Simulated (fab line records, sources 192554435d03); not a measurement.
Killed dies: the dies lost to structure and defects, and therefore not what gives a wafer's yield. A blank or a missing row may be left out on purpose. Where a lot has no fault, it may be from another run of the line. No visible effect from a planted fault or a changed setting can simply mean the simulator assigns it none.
Split-lot trial	flow n5Finfet	21 wafers read from 7 lots, route of 1938 steps

## THE SPLIT
At N5_BEOL_M14_ETCH_68 (etches SOC in N2/H2, time 450 s), the setting timeS was moved away from the recipe's 450 s on 8 of the 21 wafers read, by +9.9% to +19.7%. All remaining wafers had this setting at the recipe value.

The reading comes from the split's own step.

## THE READING
SiARC_of_BEOL_M14_COAT_66.thkNm (the simulator's own value, which no gauge read), in nm, at N5_BEOL_M14_ETCH_68 (etches SOC in N2/H2, time 450 s). No usual value for it is given in the file. The 13 wafers here that ran the recipe average 65.5 nm, standard deviation 0.88 nm.

wafer	tool, chamber at the split	timeS as run, s	against the recipe	SiARC_of_BEOL_M14_COAT_66.thkNm, nm	against lot-mates on the recipe
L075.1	rieDiel-06, 0	538.6	+19.7%	56.6	-8.4
L075.4	rieDiel-06, 1	450	recipe	65	-
L075.6	rieDiel-06, 1	538.6	+19.7%	55.6	-9.4
L076.1	rieDiel-01, 1	450	recipe	67.2	-
L076.6	rieDiel-01, 1	450	recipe	67.2	-
L076.4	rieDiel-01, 0	450	recipe	65.8	-
L078.1	rieDiel-06, 0	494.5	+9.9%	61.2	-4.0
L078.2	rieDiel-06, 3,1	450	recipe	65.2	-
L078.6	rieDiel-06, 3,1	450	recipe	65.2	-
L085.1	rieDiel-05, 2	533.1	+18.5%	57	-9.6
L085.5	rieDiel-05, 2	533.1	+18.5%	57	-9.6
L085.4	rieDiel-05, 0	450	recipe	66.6	-
L089.3	rieDiel-05, 0	450	recipe	65.6	-
L089.5	rieDiel-05, 0	450	recipe	65.2	-
L089.6	rieDiel-05, 3	450	recipe	64.4	-
L093.4	rieDiel-01, 3	450	recipe	65	-
L093.5	rieDiel-01, 3,2	450	recipe	64.8	-
L093.6	rieDiel-01, 3,2	450	recipe	64.8	-
L097.3	rieDiel-06, 1	507.1	+12.7%	59.2	no lot-mate on the recipe
L097.5	rieDiel-06, 3	507.1	+12.7%	60	no lot-mate on the recipe
L097.6	rieDiel-06, 0	507.1	+12.7%	60.6	no lot-mate on the recipe
When a row names more than one chamber, that row covers several wafers, and the file does not tell which wafer ran in which chamber.

THE FIT
A straight line over all 21 wafers: SiARC_of_BEOL_M14_COAT_66.thkNm changes by -0.465 nm for each +1% of timeS; r = -0.98; the points scatter about the line by 0.79 nm.
The same after taking each lot's own level away (the mean of its wafers on the recipe; 18 wafers): -0.48 nm for each +1%; r = -0.99; scatter 0.55 nm.
Per that fit: largest timeS move, reading shift of 9.4 nm.
Across the lots, their own levels run from 64.87 to 66.73 nm, a range of 2.1 times the standard deviation given above.
The two slopes agree, so the slope changes little with the lot-to-lot level.
Check: -9.77 nm against its lot-mates is what the line predicts for one of the wafers moved furthest among these (+19.7%) when that wafer is left out of the fit. Against them it came out at -8.4 nm.

## OTHER SPLITS ON THESE WAFERS
Other splits were also applied to these wafers ahead of the reading. Each is held against what the fit with the lots' levels taken away leaves over:
other split on the same wafers	wafers away from the commonest value	r with SiARC_of_BEOL_M14_COAT_66.thkNm (lot level and that fit taken away)
N5_BEOL_M7_ETCH_62 sourceW	10	-0.05
N5_BEOL_M8_COAT_22 spinRpm	7	+0.13
N5_BEOL_M10_COAT_63 spinRpm	2	+0.45
N5_BEOL_M10_PEB_26 pebTimeS	5	+0.37
N5_BEOL_M10_VIA_ETCH_34 timeS	7	-0.36
N5_BEOL_M10_ETCH_41 sourceW	7	+0.29
N5_BEOL_M11_CURE_72 timeS	10	+0.09
N5_BEOL_M11_ALD_74 aldCycles	9	+0.04
N5_BEOL_M13_EXPOSE_07 doseMj	13	+0.28
N5_BEOL_M14_COAT_22 spinRpm	8	+0.04

## THE FILE'S OWN FIT
SiARC_of_BEOL_M14_COAT_66.thkNm changes by -0.474 nm for each +1% of timeS, r = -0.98.
